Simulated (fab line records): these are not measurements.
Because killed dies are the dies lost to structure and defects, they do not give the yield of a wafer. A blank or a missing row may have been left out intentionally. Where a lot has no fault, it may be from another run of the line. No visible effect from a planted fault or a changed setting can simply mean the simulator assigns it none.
Matching of chambers || flow nand-harc || rie-diel-05 running NHARC_A_CONTACT_ETCH_102: 4 sister chambers
The step etches the open film in CF4/O2, target depth 100 nm, overetch 10 nm, time 55 s. 4 wafers are shown with their chamber, then 7 later ones without.

== EACH WAFER AND ITS CHAMBER ==
{"wafer": "L570.6", "chamber": 1, "showerhead-plenum-p-Torr (Torr)": 1.35}
{"wafer": "L577.1", "chamber": 3, "showerhead-plenum-p-Torr (Torr)": 1.38}
{"wafer": "L577.3", "chamber": 0, "showerhead-plenum-p-Torr (Torr)": 1.34}
{"wafer": "L578.5", "chamber": 2, "showerhead-plenum-p-Torr (Torr)": 1.27}

== WAFERS WHOSE CHAMBER IS MISSING ==
{"wafer": "L578.6", "showerhead-plenum-p-Torr (Torr)": 1.35}
{"wafer": "L583.2", "showerhead-plenum-p-Torr (Torr)": 1.27}
{"wafer": "L583.4", "showerhead-plenum-p-Torr (Torr)": 1.34}
{"wafer": "L583.6", "showerhead-plenum-p-Torr (Torr)": 1.38}
{"wafer": "L584.3", "showerhead-plenum-p-Torr (Torr)": 1.26}
{"wafer": "L584.4", "showerhead-plenum-p-Torr (Torr)": 1.35}
{"wafer": "L584.5", "showerhead-plenum-p-Torr (Torr)": 1.26}

== THE CHAMBER EACH PASSED THROUGH ==
{"wafer": "L578.6", "from the rows above": "can't be placed: 1 or 0", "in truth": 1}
{"wafer": "L583.2", "from the rows above": 2, "in truth": 2}
{"wafer": "L583.4", "from the rows above": "can't be placed: 0 or 1", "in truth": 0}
{"wafer": "L583.6", "from the rows above": 3, "in truth": 3}
{"wafer": "L584.3", "from the rows above": 2, "in truth": 2}
{"wafer": "L584.4", "from the rows above": "can't be placed: 1 or 0", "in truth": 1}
{"wafer": "L584.5", "from the rows above": 2, "in truth": 2}
Placed correctly: 4 of 7. Unplaceable from these rows: 3, with the true chamber sitting among the candidates in 3. Number placed wrongly: 0.
How it was worked out, from the rows above alone: a wafer's distance from a chamber is the root of the sum, over the readings, of the square of ((its reading less the chamber's mean) divided by the reading's scatter). If the next closest chamber is less than 2 further off than the closest, the wafer can't be placed; otherwise it belongs to the closest. The mean given for a chamber averages the wafers shown for that chamber. The scatter (one wafer shown for each chamber): square how far every hidden wafer sits from the nearest shown wafer, average those squares and take the square root.
